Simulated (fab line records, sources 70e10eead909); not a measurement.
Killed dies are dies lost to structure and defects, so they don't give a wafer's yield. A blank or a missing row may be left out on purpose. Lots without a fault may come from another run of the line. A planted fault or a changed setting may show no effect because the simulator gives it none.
fab line records | flow nand_harc
record lots=24 wafers=72 last_day=33
route steps=1302 shown P_BONDPAD@364 A_ONON_D1@439 A_CHANNEL_HOLE_D1@451
lots that met no fault: from a run of the same line without faults
start_h: hours from the record's first day to the start of the lot's first wafer shown | wait_h: hours since the lot's step before | " the same as in the row above | L1.1+2: a row that stands for several wafers | - no value, or no start given | * or withheld: withheld | < > ~ a bound
route shown NAME@n: a module of which the file shows steps, and the number in the route of the first | usual: mean/standard deviation of fault-free wafers | same: alike in all rows | chamber/n: place in a boat | sites: the reading at each site | _std_site: their standard deviation | _edge_site: outer sites' mean less inner sites' | radius_mm: how far each site lies from the wafer's centre | mask NAME#n: copy n | behind: the tool/chamber that last shaped the wafer | hold: why the lot was held/for how many hours/how that ended | device: the transistor (n, p or np) that didn't switch | end of line: the same wafers' tests at the end of the route | a step without rows: its recipe alone | killed: dies lost to structure and defects at the first sort, not the wafer's yield | map: a wafer's dies, x killed, . not, _ none there
set.NAME: the setting as run; set.NAME@STEP: as run at that earlier step | model.NAME: the simulator's own value behind a step, which no gauge read
steps of the route over a sample of lots; a table a step, a row a wafer
services: from which hour (start_h, from the record's first day; less than 0 if before it) a tool's chamber was out of use, for how many hours, and why
## steps
# step NHARC_P_BONDPAD_CD_MEAS_09
# recipe target_cd_nm=500 landing_energy_ev=500
# usual cd_nm=501.2/2
# columns lot.wafer tool chamber start_h wait_h cd_nm
L074.1 cd_sem-02 0 136.94 - 503.3
L074.2 " 0 " " 502.3
L074.5 " 0 " " 505.0
L075.2 cd_sem-03 0 137.68 - 499.6
L075.4 " 0 " " 499.0
L075.5 " 0 " " 498.4
L076.3 cd_sem-01 0 149.94 - 499.8
L076.4 " 0 " " 499.8
L076.5 " 0 " " 501.4
L077.2 cd_sem-03 0 162.49 - 502.8
L077.3 " 0 " " 504.0
L077.5 " 0 " " 504.2
L078.1 cd_sem-02 0 172.43 - 505.5
L078.2 " 0 " " 504.9
L078.5 " 0 " " 500.3
L079.1 cd_sem-01 0 183.37 - 500.6
L079.3 " 0 " " 499.1
L079.4 " 0 " " 501.3
L080.3 cd_sem-02 0 195.11 - 501.4
L080.5 " 0 " " 502.0
L080.6 " 0 " " 500.1
L081.1 cd_sem-02 0 201.05 - 501.4
L081.2 " 0 " " 497.8
L081.3 " 0 " " 498.5
L082.3 cd_sem-03 0 217.13 - 499.6
L082.4 " 0 " " 502.8
L082.5 " 0 " " 501.2
L083.2 cd_sem-02 0 222.40 - 501.6
L083.4 " 0 " " 499.0
L083.6 " 0 " " 499.2
L084.2 cd_sem-03 0 239.01 - 499.1
L084.4 " 0 " " 500.7
L084.6 " 0 " " 500.8
L085.4 cd_sem-01 0 241.18 - 501.9
L085.5 " 0 " " 501.4
L085.6 " 0 " " 500.0
L086.3 cd_sem-03 0 252.26 - 500.2
L086.4 " 0 " " 500.1
L086.6 " 0 " " 503.5
L087.2 cd_sem-02 0 263.95 - 499.4
L087.5 " 0 " " 496.9
L087.6 " 0 " " 498.6
L088.1 cd_sem-01 0 281.94 - 501.3
L088.4 " 0 " " 505.1
L088.5 " 0 " " 504.3
L089.1 cd_sem-03 0 282.71 - 502.1
L089.3 " 0 " " 502.7
L089.6 " 0 " " 499.7
L090.3 cd_sem-03 0 299.85 - 504.5
L090.4 " 0 " " 500.8
L090.5 " 0 " " 499.3
L091.2 cd_sem-03 0 309.26 - 499.5
L091.3 " 0 " " 499.8
L091.6 " 0 " " 503.6
L092.1 cd_sem-02 0 309.43 - 503.7
L092.3 " 0 " " 502.4
L092.6 " 0 " " 502.5
L093.3 cd_sem-03 0 322.62 - 498.5
L093.4 " 0 " " 504.0
L093.5 " 0 " " 500.8
L094.1 cd_sem-02 0 335.51 - 500.4
L094.2 " 0 " " 500.3
L094.5 " 0 " " 499.8
L095.2 cd_sem-02 0 342.58 - 502.7
L095.3 " 0 " " 500.9
L095.5 " 0 " " 501.1
L097.3 cd_sem-02 0 371.78 - 503.2
L097.4 " 0 " " 500.2
L097.6 " 0 " " 503.8
L096.3 cd_sem-01 0 372.06 - 498.8
L096.5 " 0 " " 499.7
L096.6 " 0 " " 504.3
# step NHARC_A_ONON_D1_THK_MEAS_21
# recipe thk_meas_gauge=ellipsometry
# usual thk_nm=997/10
# columns lot.wafer tool chamber start_h wait_h thk_nm
L074.1 film_metro-01 - 175.25 - 987
L074.2 " - " " 985
L074.5 " - " " 983
L075.2 film_metro-02 - 175.26 - 989
L075.4 " - " " 988
L075.5 " - " " 987
L076.3 film_metro-01 - 188.58 - 985
L076.4 " - " " 984
L076.5 " - " " 986
L077.2 film_metro-01 - 202.78 - 991
L077.3 " - " " 995
L077.5 " - " " 993
L078.1 film_metro-01 - 212.31 - 1001
L078.2 " - " " 1000
L078.5 " - " " 1001
L079.1 film_metro-01 - 220.62 - 996
L079.3 " - " " 998
L079.4 " - " " 995
L080.3 film_metro-01 - 233.57 - 994
L080.5 " - " " 993
L080.6 " - " " 994
L081.1 film_metro-01 - 239.79 - 1009
L081.2 " - " " 1008
L081.3 " - " " 1010
L082.3 film_metro-01 - 254.89 - 1004
L082.4 " - " " 1002
L082.5 " - " " 1002
L083.2 film_metro-02 - 259.74 - 999
L083.4 " - " " 998
L083.6 " - " " 997
L084.2 film_metro-01 - 275.96 - 991
L084.4 " - " " 990
L084.6 " - " " 989
L085.4 film_metro-02 - 275.98 - 983
L085.5 " - " " 982
L085.6 " - " " 984
L086.3 film_metro-02 - 291.09 - 1007
L086.4 " - " " 1010
L086.6 " - " " 1007
L087.2 film_metro-01 - 309.35 - 1009
L087.5 " - " " 1008
L087.6 " - " " 1007
L088.1 film_metro-02 - 323.24 - 1002
L088.4 " - " " 1004
L088.5 " - " " 1003
L089.1 film_metro-01 - 323.24 - 997
L089.3 " - " " 998
L089.6 " - " " 996
L090.3 film_metro-02 - 337.54 - 1006
L090.4 " - " " 1007
L090.5 " - " " 1008
L092.1 film_metro-01 - 347.02 - 1012
L092.3 " - " " 1011
L092.6 " - " " 1013
L091.2 film_metro-02 - 347.03 - 995
L091.3 " - " " 996
L091.6 " - " " 993
L093.3 film_metro-01 - 359.36 - 978
L093.4 " - " " 977
L093.5 " - " " 976
L094.1 film_metro-01 - 374.05 - 982
L094.2 " - " " 983
L094.5 " - " " 983
L095.2 film_metro-01 - 379.60 - 1017
L095.3 " - " " 1015
L095.5 " - " " 1015
L096.3 film_metro-01 - 408.46 - 998
L096.5 " - " " 997
L096.6 " - " " 999
L097.3 film_metro-02 - 408.47 - 1006
L097.4 " - " " 1006
L097.6 " - " " 1004
# step NHARC_A_ONON_D1_INSPECT_32
# usual raw_defect_count=75/30
# columns lot.wafer tool chamber start_h wait_h raw_defect_count
L074.1 defect_inspect-01 - 177.49 0.0 79
L074.2 " - " " 52
L074.5 " - " " 96
L075.2 defect_inspect-02 - 177.50 0.0 84
L075.4 " - " " 55
L075.5 " - " " 60
L076.3 defect_inspect-01 - 190.81 0.0 135
L076.4 " - " " 113
L076.5 " - " " 54
L077.2 defect_inspect-02 - 205.04 0.0 63
L077.3 " - " " 57
L077.5 " - " " 70
L078.1 defect_inspect-01 - 214.55 0.0 93
L078.2 " - " " 80
L078.5 " - " " 48
L079.1 defect_inspect-01 - 222.88 0.0 82
L079.3 " - " " 100
L079.4 " - " " 94
L080.3 defect_inspect-02 - 235.83 0.0 93
L080.5 " - " " 67
L080.6 " - " " 77
L081.1 defect_inspect-02 - 242.03 0.0 62
L081.2 " - " " 42
L081.3 " - " " 96
L082.3 defect_inspect-02 - 257.14 0.0 46
L082.4 " - " " 47
L082.5 " - " " 50
L083.2 defect_inspect-02 - 262.00 0.0 57
L083.4 " - " " 28
L083.6 " - " " 59
L084.2 defect_inspect-01 - 278.21 0.0 37
L084.4 " - " " 50
L084.6 " - " " 70
L085.4 defect_inspect-01 - 278.48 0.0 71
L085.5 " - " " 99
L085.6 " - " " 105
L086.3 defect_inspect-01 - 293.34 0.0 83
L086.4 " - " " 70
L086.6 " - " " 76
L087.2 defect_inspect-02 - 311.60 0.0 83
L087.5 " - " " 72
L087.6 " - " " 58
L088.1 defect_inspect-01 - 325.48 0.0 88
L088.4 " - " " 155
L088.5 " - " " 124
L089.1 defect_inspect-02 - 325.48 0.0 62
L089.3 " - " " 39
L089.6 " - " " 71
L090.3 defect_inspect-02 - 339.78 0.0 44
L090.4 " - " " 76
L090.5 " - " " 48
L091.2 defect_inspect-02 - 349.26 0.0 60
L091.3 " - " " 73
L091.6 " - " " 68
L092.1 defect_inspect-01 - 349.41 0.0 30
L092.3 " - " " 88
L092.6 " - " " 60
L093.3 defect_inspect-02 - 361.60 0.0 85
L093.4 " - " " 71
L093.5 " - " " 61
L094.1 defect_inspect-02 - 376.30 0.0 95
L094.2 " - " " 83
L094.5 " - " " 63
L095.2 defect_inspect-02 - 381.92 0.0 62
L095.3 " - " " 94
L095.5 " - " " 50
L097.3 defect_inspect-02 - 410.69 0.0 99
L097.4 " - " " 44
L097.6 " - " " 76
L096.3 defect_inspect-01 - 410.70 0.0 90
L096.5 " - " " 59
L096.6 " - " " 44
# step NHARC_A_CHANNEL_HOLE_D1_DEP_01
# recipe target_thk_a=1400 target_thk_nm=140 temp_c=400 pressure_torr=3.5 flow_sccm=200 rf_w=350 material=SiON
# usual heater_power_w=713/83
# columns lot.wafer tool chamber start_h wait_h heater_power_w
L074.1 pecvd-03 0 179.48 1.6 659
L074.2 " 2 " " 654
L074.5 " 2 " " 645
L075.2 pecvd-04 2 179.53 1.3 762
L075.4 " 1 " " 820
L075.5 " 2 " " 743
L076.3 pecvd-02 1 196.90 1.0 757
L076.5 " 2 " " 722
L076.4 " 1 " " 737
L077.2 pecvd-02 1 207.56 1.3 703
L077.3 " 2 " " 671
L077.5 " 1 " " 735
L078.2 pecvd-02 1 216.60 1.3 695
L078.1 " 2 " " 600
L078.5 " 2 " " 613
L079.3 pecvd-03 2 225.99 1.0 632
L079.1 " 1 " " 862
L079.4 " 0 " " 816
L080.3 pecvd-03 1 240.38 1.0 885
L080.5 " 0 " " 785
L080.6 " 1 " " 873
L081.1 pecvd-02 1 246.47 1.6 744
L081.2 " 2 " " 692
L081.3 " 0 " " 733
L082.3 pecvd-02 0 261.03 1.0 631
L082.4 " 2 " " 687
L082.5 " 1 " " 719
L083.2 pecvd-03 2 264.04 1.3 542
L083.4 " 1 " " 809
L083.6 " 0 " " 762
L084.2 pecvd-03 2 280.27 1.4 547
L084.6 " 0 " " 718
L084.4 " 1 " " 926
L085.5 pecvd-02 1 281.49 0.6 648
L085.6 " 2 " " 764
L085.4 " 0 " " 694
L086.3 pecvd-04 0 295.41 1.0 670
L086.6 " 2 " " 628
L086.4 " 1 " " 813
L087.2 pecvd-02 1 314.63 1.3 711
L087.6 " 0 " " 653
L087.5 " 2 " " 710
L089.1 pecvd-02 2 327.46 1.6 815
L089.3 " 1 " " 630
L089.6 " 2 " " 653
L088.1 pecvd-03 2 327.51 1.6 562
L088.4 " 1 " " 924
L088.5 " 0 " " 738
L090.3 pecvd-02 2 342.39 1.0 797
L090.5 " 0 " " 609
L090.4 " 2 " " 823
L091.2 pecvd-04 0 351.30 1.3 593
L091.3 " 2 " " 733
L091.6 " 2 " " 595
L092.1 pecvd-02 1 351.43 1.6 664
L092.3 " 2 " " 713
L092.6 " 2 " " 707
L093.3 pecvd-02 0 367.48 1.0 676
L093.5 " 0 " " 666
L093.4 " 2 " " 800
L094.2 pecvd-02 0 380.73 1.3 709
L094.1 " 1 " " 726
L094.5 " 0 " " 741
L095.3 pecvd-02 0 389.04 1.0 612
L095.2 " 2 " " 735
L095.5 " 0 " " 662
L097.3 pecvd-03 1 413.24 1.0 794
L097.6 " 1 " " 788
L097.4 " 2 " " 672
L096.3 pecvd-04 0 413.41 1.0 671
L096.5 " 2 " " 727
L096.6 " 1 " " 827
# step NHARC_A_CHANNEL_HOLE_D1_CD_MEAS_10
# recipe target_cd_nm=100 landing_energy_ev=500
# usual cd_nm=100.1/0.51
# columns lot.wafer tool chamber start_h wait_h cd_nm
L074.1 cd_sem-01 0 180.20 - 100.1
L074.2 " 0 " " 100.6
L074.5 " 0 " " 101.1
L075.2 cd_sem-03 0 180.36 - 100.3
L075.4 " 0 " " 100.9
L075.5 " 0 " " 100.3
L076.3 cd_sem-03 0 197.57 - 99.5
L076.4 " 0 " " 99.5
L076.5 " 0 " " 100.4
L077.2 cd_sem-03 0 208.13 - 100.3
L077.3 " 0 " " 99.6
L077.5 " 0 " " 99.5
L078.1 cd_sem-02 0 217.17 - 99.7
L078.2 " 0 " " 100.4
L078.5 " 0 " " 99.7
L079.1 cd_sem-02 0 226.71 - 100.0
L079.3 " 0 " " 101.0
L079.4 " 0 " " 99.7
L080.3 cd_sem-03 0 241.08 - 100.1
L080.5 " 0 " " 101.1
L080.6 " 0 " " 100.8
L081.1 cd_sem-01 0 247.19 - 100.3
L081.2 " 0 " " 100.6
L081.3 " 0 " " 100.6
L082.3 cd_sem-02 0 261.60 - 99.7
L082.4 " 0 " " 101.1
L082.5 " 0 " " 100.1
L083.2 cd_sem-02 0 264.63 - 99.6
L083.4 " 0 " " 99.1
L083.6 " 0 " " 99.5
L084.2 cd_sem-01 0 280.81 - 100.6
L084.4 " 0 " " 100.3
L084.6 " 0 " " 100.0
L085.4 cd_sem-01 0 282.13 - 99.8
L085.5 " 0 " " 100.4
L085.6 " 0 " " 100.0
L086.3 cd_sem-03 0 296.11 - 100.2
L086.4 " 0 " " 100.6
L086.6 " 0 " " 100.2
L087.2 cd_sem-01 0 315.33 - 99.9
L087.5 " 0 " " 99.8
L087.6 " 0 " " 100.1
L089.1 cd_sem-02 0 328.18 - 100.2
L089.3 " 0 " " 100.6
L089.6 " 0 " " 99.6
L088.1 cd_sem-01 0 328.33 - 100.2
L088.4 " 0 " " 100.1
L088.5 " 0 " " 100.6
L090.3 cd_sem-03 0 343.06 - 100.2
L090.4 " 0 " " 101.3
L090.5 " 0 " " 100.0
L091.2 cd_sem-03 0 351.91 - 99.8
L091.3 " 0 " " 100.0
L091.6 " 0 " " 100.3
L092.1 cd_sem-01 0 352.15 - 100.4
L092.3 " 0 " " 100.2
L092.6 " 0 " " 101.0
L093.3 cd_sem-02 0 368.21 - 100.8
L093.4 " 0 " " 100.1
L093.5 " 0 " " 100.9
L094.1 cd_sem-02 0 381.34 - 100.0
L094.2 " 0 " " 99.7
L094.5 " 0 " " 100.1
L095.2 cd_sem-02 0 389.76 - 99.7
L095.3 " 0 " " 99.5
L095.5 " 0 " " 100.2
L097.3 cd_sem-02 0 413.94 - 100.4
L097.4 " 0 " " 100.3
L097.6 " 0 " " 100.1
L096.3 cd_sem-02 0 414.11 - 99.5
L096.5 " 0 " " 100.2
L096.6 " 0 " " 100.0
# step NHARC_A_CHANNEL_HOLE_D1_ETCH_19
# recipe bias_v=1200 source_w=2500 pressure_mtorr=15 time_s=34.5 ar_flow_sccm=375 c4f8_flow_sccm=28.8 o2_flow_sccm=96.2 temp_c=-20 target_depth_a=* chemistry=C4F8/O2/Ar
# usual drypump_motor_current_A=5.5/0.42 showerhead_plenum_p_Torr=3.69/0.09 throttle_valve_pct=37.037/0.0091
# columns lot.wafer tool chamber start_h wait_h drypump_motor_current_A rf_hours_counter_h showerhead_plenum_p_Torr throttle_valve_pct
L074.1 har_etch-02 0 181.56 0.1 5.6 294 3.62 37.031
L074.2 " 1 " " 5.5 294 3.81 37.041
L074.5 " 1 " " 5.5 - 3.81 37.037
L075.2 har_etch-01 1 182.45 0.8 6.0 91 3.66 37.032
L075.4 " 0 " " 4.8 - 3.78 37.042
L075.5 " 1 " " 6.0 - 3.66 37.050
L076.3 har_etch-01 1 198.96 0.1 6.0 - 3.66 37.036
L076.4 " 0 " " 4.8 - 3.77 37.038
L076.5 " 0 " " 4.8 - 3.77 37.044
L077.2 har_etch-01 0 211.84 2.4 4.8 110 3.77 37.024
L077.3 " 1 " " 6.0 - 3.65 37.048
L077.5 " 1 " " 6.0 - 3.65 37.029
L078.2 har_etch-02 0 218.53 0.1 5.6 306 3.61 37.043
L078.1 " 1 " " 5.5 321 3.80 37.028
L078.5 " 1 " " 5.5 - 3.80 37.045
L079.1 har_etch-02 1 228.07 0.1 5.5 329 3.79 37.044
L079.4 " 1 " " 5.5 - 3.79 37.026
L079.3 " 0 " " 5.6 - 3.61 37.026
L080.3 har_etch-02 1 244.41 2.0 5.5 - 3.79 37.034
L080.6 " 1 " " 5.5 - 3.79 37.032
L080.5 " 0 " " 5.6 - 3.60 37.035
L081.1 har_etch-01 0 248.55 0.1 4.8 129 3.76 37.044
L081.2 " 1 " " 6.0 129 3.64 37.045
L081.3 " 0 " " 4.8 - 3.75 37.038
L082.4 har_etch-01 1 263.41 0.5 6.0 - 3.64 37.050
L082.3 " 0 " " 4.8 - 3.75 37.042
L082.5 " 0 " " 4.8 - 3.75 37.023
L083.2 har_etch-02 1 266.02 0.1 5.5 348 3.78 37.036
L083.4 " 0 " " 5.6 - 3.60 37.019
L083.6 " 0 " " 5.6 - 3.60 37.037
L084.2 har_etch-02 1 283.75 1.6 5.4 359 3.78 37.049
L084.4 " 0 " " 5.6 - 3.59 37.026
L084.6 " 0 " " 5.6 - 3.59 37.029
L085.4 har_etch-01 1 284.12 0.7 6.1 - 3.63 37.033
L085.6 " 0 " " 4.8 - 3.74 37.043
L085.5 " 1 " " 6.1 - 3.63 37.025
L086.3 har_etch-02 0 297.50 0.1 5.5 - 3.59 37.019
L086.4 " 1 " " 5.5 - 3.77 37.033
L086.6 " 1 " " 5.5 - 3.77 37.029
L087.2 har_etch-02 1 316.70 0.1 5.4 375 3.77 37.047
L087.5 " 1 " " 5.4 - 3.77 37.037
L087.6 " 0 " " 5.6 - 3.58 37.040
L089.1 har_etch-02 0 329.56 0.1 5.5 368 3.58 37.032
L089.3 " 1 " " 5.5 - 3.76 37.030
L089.6 " 0 " " 5.6 - 3.58 37.044
L088.1 har_etch-01 1 329.70 0.1 6.0 175 3.62 37.059
L088.4 " 0 " " 4.8 - 3.73 37.038
L088.5 " 1 " " 6.0 - 3.62 37.025
L090.4 har_etch-02 1 344.45 0.1 5.5 - 3.76 37.019
L090.3 " 0 " " 5.6 - 3.57 37.038
L090.5 " 0 " " 5.6 - 3.57 37.034
L091.2 har_etch-02 1 353.29 0.1 5.5 402 3.75 37.042
L091.3 " 0 " " 5.6 - 3.57 37.047
L091.6 " 1 " " 5.5 - 3.75 37.037
L092.1 har_etch-01 1 354.29 0.8 6.1 194 3.61 37.044
L092.3 " 0 " " 4.8 - 3.72 37.036
L092.6 " 0 " " 4.8 - 3.72 37.053
L093.3 har_etch-02 0 369.61 0.1 5.6 - 3.56 37.046
L093.4 " 1 " " 5.5 - 3.75 37.030
L093.5 " 1 " " 5.5 - 3.75 37.036
L094.2 har_etch-01 1 382.74 0.1 6.1 209 3.60 37.025
L094.1 " 0 " " 4.8 209 3.71 37.033
L094.5 " 1 " " 6.0 - 3.60 37.025
L095.2 har_etch-01 0 393.11 2.1 4.8 216 3.71 37.053
L095.3 " 0 " " 4.8 - 3.71 37.031
L095.5 " 0 " " 4.8 - 3.71 37.037
L097.4 har_etch-02 0 417.34 1.9 5.5 - 3.98 37.023
L097.3 " 1 " " 5.5 - 3.74 37.045
L097.6 " 1 " " 5.5 - 3.74 37.047
L096.3 har_etch-01 1 417.71 2.1 6.1 - 3.59 37.041
L096.5 " 1 " " 6.1 - 3.58 37.035
L096.6 " 0 " " 4.8 - 3.70 37.047
## services
# columns tool chamber start_h hours kind
pecvd-02 - 160.07 1.4 repair
pecvd-03 - 185.18 13.0 pm
har_etch-02 0 190.36 - consumable_replace:focus_ring
har_etch-02 0 190.36 17.0 scheduled_down
har_etch-02 0 190.36 17.0 vent_cycle
pecvd-04 - 218.42 5.1 repair
pecvd-02 - 227.47 13.0 pm
pecvd-02 0 227.47 13.0 vent_cycle
pecvd-02 1 227.47 13.0 vent_cycle
pecvd-02 2 227.47 13.0 vent_cycle
pecvd-02 0 240.47 - clean
pecvd-02 1 240.47 - clean
pecvd-02 2 240.47 - clean
pecvd-04 - 274.05 13.0 pm
pecvd-02 1 288.40 9.3 repair
pecvd-03 2 327.96 6.3 repair
pecvd-03 1 339.70 24.6 repair
pecvd-02 - 344.90 0.6 repair
pecvd-03 0 355.18 8.6 repair
pecvd-03 - 366.40 13.0 pm
har_etch-02 - 377.87 17.0 pm
har_etch-02 0 377.87 17.0 vent_cycle
har_etch-02 1 377.87 17.0 vent_cycle
pecvd-02 - 408.47 13.0 pm
## key
fault none
